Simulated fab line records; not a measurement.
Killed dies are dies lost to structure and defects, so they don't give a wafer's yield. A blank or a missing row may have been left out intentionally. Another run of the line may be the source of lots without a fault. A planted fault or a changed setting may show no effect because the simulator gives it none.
fab line records -- flow nandHarc -- part 2 of 2: steps 5 to 6 of 6
record lots=22, wafers=66, lastDay=33
route steps=1302 shown A_CONTACT@1020
lots that met no fault: taken from a fault-free run of the same line
startH: hours from the record's first day to the start of the lot's first wafer shown -- waitH: how many hours have passed since the lot's step before this one -- " same as the row above -- L1.1+2: one row covering several wafers at once -- - value missing, or start not given -- * or withheld: withheld -- < > ~ a bound
route shown NAME@n: names a module that has steps shown in the file, with the first one's number in the route -- usual: the fault-free wafers' mean and standard deviation -- same: alike in all rows -- chamber/n: place in a boat -- sites: readings site by site -- _std_site: the standard deviation of these -- _edge_site: inner sites' mean taken away from outer sites' mean -- radiusMm: how far each site lies from the wafer's centre -- mask NAME#n: copy n -- behind: the last tool/chamber to shape the wafer -- hold: cause of the lot's hold/its duration in hours/its outcome -- device: names the non-switching transistor (n, p or np) -- end of line: the same wafers' tests at the end of the route -- a step given without rows: its recipe and nothing more -- killed: dies that structure and defects cost at the first sort, which is not the same as the wafer's yield -- map: the dies of a wafer, with x for killed, . for not killed, _ for no die there
set.NAME: the setting that was run; set.NAME@STEP: the one run at that earlier step -- model.NAME: the simulator's own value behind a step, which no gauge read
one table for each step of the route and one row for each wafer, over a sample of lots
services: a tool's chamber out of use, with start hour (startH, from the record's first day; less than 0 if before it), hours out, and reason
## steps
# step NHARC_A_CONTACT_CD_MEAS_15
# usual cdNm=190.1/0.7
lot.wafer,tool,chamber,startH,waitH,cdNm
L075.1,cdSem-03,-,523.28,-,190.4
L075.4,cdSem-03,-,523.28,-,190.6
L075.5,cdSem-03,-,523.28,-,190.5
L074.2,cdSem-01,-,524.25,-,190.1
L074.5,cdSem-01,-,524.25,-,189.8
L074.6,cdSem-01,-,524.25,-,190.2
L076.1,cdSem-01,-,539.92,-,190.7
L076.3,cdSem-01,-,539.92,-,189.8
L076.5,cdSem-01,-,539.92,-,190.1
L078.4,cdSem-03,-,540.59,-,190.3
L078.5,cdSem-03,-,540.59,-,189.4
L078.6,cdSem-03,-,540.59,-,189.4
L077.1,cdSem-01,-,555.83,-,189.1
L077.3,cdSem-01,-,555.83,-,188.8
L077.6,cdSem-01,-,555.83,-,190.1
L079.1,cdSem-01,-,574.67,-,189.9
L079.3,cdSem-01,-,574.67,-,189.9
L079.5,cdSem-01,-,574.67,-,190.3
L081.2,cdSem-01,-,597.16,-,190.5
L081.3,cdSem-01,-,597.16,-,190.0
L081.5,cdSem-01,-,597.16,-,190.5
L080.3,cdSem-03,-,600.65,-,189.3
L080.4,cdSem-03,-,600.65,-,188.7
L080.5,cdSem-03,-,600.65,-,190.0
L083.2,cdSem-03,-,601.07,-,189.6
L083.3,cdSem-03,-,601.07,-,189.7
L083.5,cdSem-03,-,601.07,-,189.2
L082.2,cdSem-03,-,608.48,-,189.4
L082.5,cdSem-03,-,608.48,-,189.1
L082.6,cdSem-03,-,608.48,-,189.4
L084.4,cdSem-03,-,624.26,-,191.4
L084.5,cdSem-03,-,624.26,-,190.7
L084.6,cdSem-03,-,624.26,-,189.9
L087.1,cdSem-03,-,644.46,-,189.6
L087.2,cdSem-03,-,644.46,-,190.0
L087.3,cdSem-03,-,644.46,-,188.7
L089.2,cdSem-02,-,658.37,-,190.3
L089.4,cdSem-02,-,658.37,-,190.4
L089.5,cdSem-02,-,658.37,-,189.9
L091.1,cdSem-01,-,659.62,-,189.5
L091.3,cdSem-01,-,659.62,-,190.1
L091.5,cdSem-01,-,659.62,-,190.2
L090.1,cdSem-01,-,664.62,-,188.6
L090.5,cdSem-01,-,664.62,-,189.4
L090.6,cdSem-01,-,664.62,-,189.3
L088.1,cdSem-02,-,668.76,-,189.9
L088.2,cdSem-02,-,668.76,-,190.6
L088.3,cdSem-02,-,668.76,-,190.0
L092.1,cdSem-03,-,686.94,-,190.6
L092.2,cdSem-03,-,686.94,-,190.4
L092.5,cdSem-03,-,686.94,-,190.7
L093.1,cdSem-02,-,694.17,-,191.5
L093.3,cdSem-02,-,694.17,-,190.8
L093.4,cdSem-02,-,694.17,-,190.2
L095.3,cdSem-02,-,710.68,-,190.5
L095.4,cdSem-02,-,710.68,-,191.6
L095.5,cdSem-02,-,710.68,-,191.1
L094.2,cdSem-03,-,711.07,-,190.2
L094.4,cdSem-03,-,711.07,-,189.6
L094.6,cdSem-03,-,711.07,-,189.4
L096.1,cdSem-02,-,722.94,-,192.0
L096.4,cdSem-02,-,722.94,-,191.0
L096.5,cdSem-02,-,722.94,-,191.9
L097.1,cdSem-02,-,740.41,-,189.6
L097.2,cdSem-02,-,740.41,-,189.8
L097.3,cdSem-02,-,740.41,-,190.3
# step NHARC_A_CONTACT_STRIP_26
# recipe o2FlowSccm=500, arFlowSccm=0, biasW=0, chemistry=O2
# usual chamberPressureMTorr=60.01/0.052, drypumpMotorCurrentA=5.6/0.39, oesProductAu=1.001/0.0094, rfVppV=57.7/0.84, showerheadPlenumPTorr=3.52/0.17, throttleValvePct=17.036/0.0092
lot.wafer,tool,chamber,startH,waitH,chamberPressureMTorr,drypumpMotorCurrentA,oesProductAu,rfHoursCounterH,rfVppV,showerheadPlenumPTorr,throttleValvePct
L075.4,rieDiel-11,1,-,-,59.99,6.0,1.008,9,57.8,3.31,17.046
L075.1,rieDiel-11,0,-,-,60.01,5.4,1.000,10,58.7,3.72,17.032
L075.5,rieDiel-11,1,-,-,60.00,6.1,1.004,-,56.9,3.31,17.020
L074.2,rieDiel-11,0,-,-,60.07,5.4,1.007,10,59.1,3.72,17.025
L074.6,rieDiel-11,1,-,-,60.05,6.1,1.018,-,58.0,3.31,17.040
L074.5,rieDiel-11,2,-,-,60.01,5.8,0.989,-,57.0,3.34,17.020
L076.3,rieDiel-05,2,-,-,60.10,5.9,1.004,51,58.8,3.57,17.038
L076.1,rieDiel-05,3,-,-,59.98,5.2,0.997,45,58.7,3.75,17.027
L076.5,rieDiel-05,0,-,-,60.01,5.0,1.014,-,58.7,3.55,17.049
L078.4,rieDiel-05,1,-,-,59.97,5.8,0.999,52,59.1,3.71,17.025
L078.5,rieDiel-05,1,-,-,59.91,5.8,0.986,-,58.8,3.71,17.064
L078.6,rieDiel-05,2,-,-,60.00,5.9,1.004,-,58.2,3.57,17.035
L077.3,rieDiel-11,1,-,-,60.07,6.1,1.009,15,58.3,3.30,17.042
L077.1,rieDiel-11,2,-,-,59.92,5.8,0.992,16,58.4,3.34,17.017
L077.6,rieDiel-11,2,-,-,60.07,5.8,0.991,-,56.9,3.34,17.029
L079.3,rieDiel-11,1,-,-,59.99,6.1,1.011,17,55.7,3.30,17.021
L079.1,rieDiel-11,3,-,-,59.98,5.1,1.013,18,56.6,3.66,17.048
L079.5,rieDiel-11,0,-,-,60.04,5.4,1.013,-,58.3,3.72,17.027
L081.3,rieDiel-01,3,-,-,60.07,5.8,1.011,11,58.7,3.54,17.034
L081.2,rieDiel-01,1,-,-,60.05,5.2,0.989,12,57.3,3.43,17.026
L081.5,rieDiel-01,0,-,-,59.95,5.9,1.012,-,56.0,3.32,17.043
L080.3,rieDiel-05,3,-,-,60.01,5.2,0.999,2,58.5,3.74,17.045
L080.4,rieDiel-05,2,-,-,60.02,5.9,1.015,2,57.3,3.56,17.028
L080.5,rieDiel-05,3,-,-,59.96,5.2,0.998,-,57.7,3.74,17.036
L083.3,rieDiel-01,1,-,-,60.08,5.2,0.986,12,58.1,3.43,17.041
L083.2,rieDiel-01,2,-,-,60.01,6.4,0.984,11,56.5,3.31,17.039
L083.5,rieDiel-01,0,-,-,60.04,6.0,1.003,-,56.6,3.32,17.026
L082.2,rieDiel-11,1,-,-,59.96,6.1,1.009,25,57.0,3.30,17.053
L082.5,rieDiel-11,1,-,-,60.01,6.1,1.001,-,56.8,3.30,17.017
L082.6,rieDiel-11,2,-,-,59.98,5.8,1.005,-,57.9,3.33,17.025
L084.4,rieDiel-05,0,-,-,60.04,5.0,0.988,9,57.3,3.54,17.037
L084.5,rieDiel-05,2,-,-,60.04,5.9,1.006,-,60.1,3.56,17.040
L084.6,rieDiel-05,3,-,-,59.98,5.2,0.998,-,58.6,3.73,17.045
L087.1,rieDiel-11,3,-,-,60.02,5.1,0.996,5,57.3,3.66,17.043
L087.2,rieDiel-11,0,-,-,59.93,5.4,0.992,5,58.1,3.71,17.045
L087.3,rieDiel-11,2,-,-,60.03,5.8,1.008,6,57.0,3.33,17.036
L089.2,rieDiel-11,0,-,-,59.94,5.4,0.992,7,58.6,3.71,17.031
L089.4,rieDiel-11,1,-,-,59.94,6.1,1.006,8,57.7,3.29,17.040
L089.5,rieDiel-11,0,-,-,59.97,5.4,1.000,-,59.1,3.71,17.030
L091.1,rieDiel-11,0,-,-,60.06,5.4,0.999,7,58.9,3.71,17.044
L091.3,rieDiel-11,2,-,-,59.96,5.8,1.008,8,56.3,3.33,17.040
L091.5,rieDiel-11,3,-,-,59.93,5.0,0.986,-,58.7,3.65,17.046
L090.1,rieDiel-11,2,-,-,60.00,5.9,1.003,10,58.0,3.33,17.041
L090.5,rieDiel-11,1,-,-,60.03,6.1,0.995,-,57.1,3.29,17.032
L090.6,rieDiel-11,2,-,-,59.97,5.9,0.992,-,58.2,3.33,17.049
L088.1,rieDiel-05,2,-,-,60.03,5.9,1.021,25,57.3,3.55,17.032
L088.2,rieDiel-05,3,-,-,60.09,5.2,1.004,26,58.1,3.72,17.035
L088.3,rieDiel-05,0,-,-,60.05,5.0,1.004,24,57.0,3.53,17.043
L092.2,rieDiel-11,1,-,-,59.99,6.1,0.999,11,57.6,3.29,17.041
L092.1,rieDiel-11,3,-,-,59.99,5.1,1.001,12,58.4,3.65,17.033
L092.5,rieDiel-11,0,-,-,59.99,5.4,0.991,-,57.7,3.71,17.033
L093.4,rieDiel-11,0,-,-,60.01,5.4,0.991,12,57.7,3.71,17.032
L093.1,rieDiel-11,2,-,-,59.95,5.8,1.013,15,57.0,3.33,17.027
L093.3,rieDiel-11,3,-,-,59.96,5.1,0.999,14,58.5,3.65,17.024
L095.4,rieDiel-11,2,-,-,60.08,5.8,1.007,18,58.8,3.32,17.039
L095.3,rieDiel-11,3,-,-,59.99,5.0,0.999,17,57.9,3.65,17.044
L095.5,rieDiel-11,0,-,-,59.93,5.4,1.003,-,57.7,3.71,17.042
L094.2,rieDiel-01,0,-,-,60.06,6.0,0.989,48,56.9,3.30,17.040
L094.4,rieDiel-01,0,-,-,60.01,6.0,0.999,-,58.0,3.30,17.046
L094.6,rieDiel-01,3,-,-,59.98,5.8,0.998,-,57.5,3.51,17.033
L096.4,rieDiel-05,1,-,-,60.00,5.8,1.009,42,56.4,3.68,17.023
L096.1,rieDiel-05,3,-,-,60.05,5.2,0.985,48,58.2,3.71,17.031
L096.5,rieDiel-05,2,-,-,60.01,5.9,1.004,-,57.6,3.53,17.046
L097.1,rieDiel-11,3,-,-,59.95,5.1,0.999,23,58.6,3.65,17.033
L097.2,rieDiel-11,0,-,-,59.98,5.4,1.006,21,59.1,3.70,17.059
L097.3,rieDiel-11,2,-,-,59.95,5.8,1.018,22,56.7,3.32,17.051
## services
tool,chamber,startH,hours,kind
rieDiel-11,0,515.19,-,clean
rieDiel-11,1,515.19,-,clean
rieDiel-11,2,515.19,-,clean
rieDiel-11,3,515.19,-,clean
rieDiel-11,0,539.69,-,clean
rieDiel-11,1,539.69,-,clean
rieDiel-11,2,539.69,-,clean
rieDiel-11,3,539.69,-,clean
rieDiel-11,-,547.39,0.5,repair
rieDiel-11,3,550.39,8.1,repair
rieDiel-01,-,558.24,9.0,pm
rieDiel-11,0,564.38,-,clean
rieDiel-11,1,564.38,-,clean
rieDiel-11,2,564.38,-,clean
rieDiel-05,-,583.85,9.0,pm
rieDiel-11,-,609.69,9.0,pm
rieDiel-11,-,619.94,0.7,repair
rieDiel-05,2,682.78,3.6,repair
rieDiel-01,3,688.07,2.9,repair
rieDiel-01,2,690.59,2.4,repair
rieDiel-11,-,708.43,0.9,repair
rieDiel-01,-,716.62,0.8,repair
rieDiel-01,1,728.06,8.6,repair
rieDiel-01,-,735.24,9.0,pm
